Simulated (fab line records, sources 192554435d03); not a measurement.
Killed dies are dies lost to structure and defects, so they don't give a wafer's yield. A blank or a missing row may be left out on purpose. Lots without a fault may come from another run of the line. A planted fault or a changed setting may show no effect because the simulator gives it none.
One fault seen from 2 desks | flow n5_finfet | each desk has only its own numbers; what lay behind them comes last

THE METROLOGY DESK
What the gauges read, lot by lot, whatever tool the lot ran on: means of the sampled wafers that have a number. A lot is out of limits, marked OUT, if its mean lies more than 4 standard deviations from the usual mean; the brackets give that distance. Of its 10 readings 7 are shown: those that lie furthest out on some lot.
Columns: A = DIBL_N at N5_BEOL_M4_RC_MEAS_101, usual 36.0 mV/V; B = DIBL_P at N5_BEOL_M4_RC_MEAS_101, usual 35.8 mV/V; C = IOFF_P at N5_BEOL_M4_RC_MEAS_101, usual 0.20 nA/um; D = ION_N at N5_BEOL_M4_RC_MEAS_101, usual 670 uA/um; E = ION_P at N5_BEOL_M4_RC_MEAS_101, usual 459 uA/um; F = SS_P at N5_BEOL_M4_RC_MEAS_101, usual 73.2 mV/dec; G = VT_P at N5_BEOL_M4_RC_MEAS_101, usual -252 mV
lot  | first seen here | A    | B    | C    | D   | E   | F    | G
L919 | day 9 08:02     | 36.0 | 36.2 | 0.22 | 673 | 464 | 73.7 | -246
L921 | day 9 13:56     | 36.1 | 35.6 | 0.19 | 672 | 461 | 73.3 | -253
L923 | day 10 03:13    | 36.8 | 36.4 | 0.19 | 670 | 460 | 73.5 | -252
L924 | day 10 22:27    | 35.1 | 36.0 | 0.22 | 664 | 467 | 73.0 | -247
L927 | day 11 05:56    | 35.3 | 34.4 | 0.16 | 655 | 446 | 72.5 | -256
L931 | day 12 17:02    | 37.3 | 35.8 | 0.19 | 672 | 455 | 73.0 | -253
L934 | day 12 20:21    | 36.8 | 35.9 | 0.19 | 672 | 459 | 73.5 | -252
L936 | day 13 03:50    | 36.0 | 33.8 | 0.17 | 673 | 453 | 72.6 | -255
L941 | day 15 06:46    | 36.0 | 36.4 | 0.23 | 678 | 467 | 74.0 | -250
L942 | day 15 11:20    | 33.1 | 32.2 | 0.14 | 648 | 446 | 72.2 | -257
This desk's finding: nothing out of limits on any of the 10 lots.

THE TOOL OWNER'S DESK: pvd_sputter-03
The tool's own readings at N5_BEOL_M1_SPUTTER_90 (material Cu, target thk 4.5 nm, time 8.29 s): means of the sampled wafers that have a number, for each lot that ran on this tool. A lot is out of limits, marked OUT, if its mean lies more than 4 standard deviations from the usual mean; the brackets give that distance.
Columns: A = chamber_pressure_pa at N5_BEOL_M1_SPUTTER_90, usual 0.07 Pa; B = throttle_valve_pct at N5_BEOL_M1_SPUTTER_90, usual 30.0 %
lot  | first seen here | A               | B
L921 | day 6 21:22     | 0.07            | 30.1
L923 | day 7 12:23     | 0.07            | 30.0
L931 | day 9 23:53     | 0.07 (-7.6) OUT | 29.6
L934 | day 10 04:11    | 0.07 (-6.8) OUT | 29.8
This desk's finding: out of limits on L931, L934; first on L931, day 9 23:53 (chamber_pressure_pa at N5_BEOL_M1_SPUTTER_90). In limits: L921, L923.

PUT TOGETHER
The tool owner's desk could have raised an alarm at day 9 23:53, on L931, L934.
The metrology desk saw nothing out of limits.
The metrology desk has L931, L934 on record, within its limits.
Of the lots named, all ran N5_BEOL_M1_SPUTTER_90 on pvd_sputter-03.

WHAT THE SIMULATOR HAD PUT IN
Process parameter drift: pvd_sputter-03, from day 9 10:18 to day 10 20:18, at N5_BEOL_M1_SPUTTER_90. Setting chamber_pressure_pa, moved by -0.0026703, from 0.07. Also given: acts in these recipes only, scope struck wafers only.
Lots struck among those shown: L931, L934.
Hours from the fault's start to each desk's first reading out of limits: the tool owner's desk, 14.
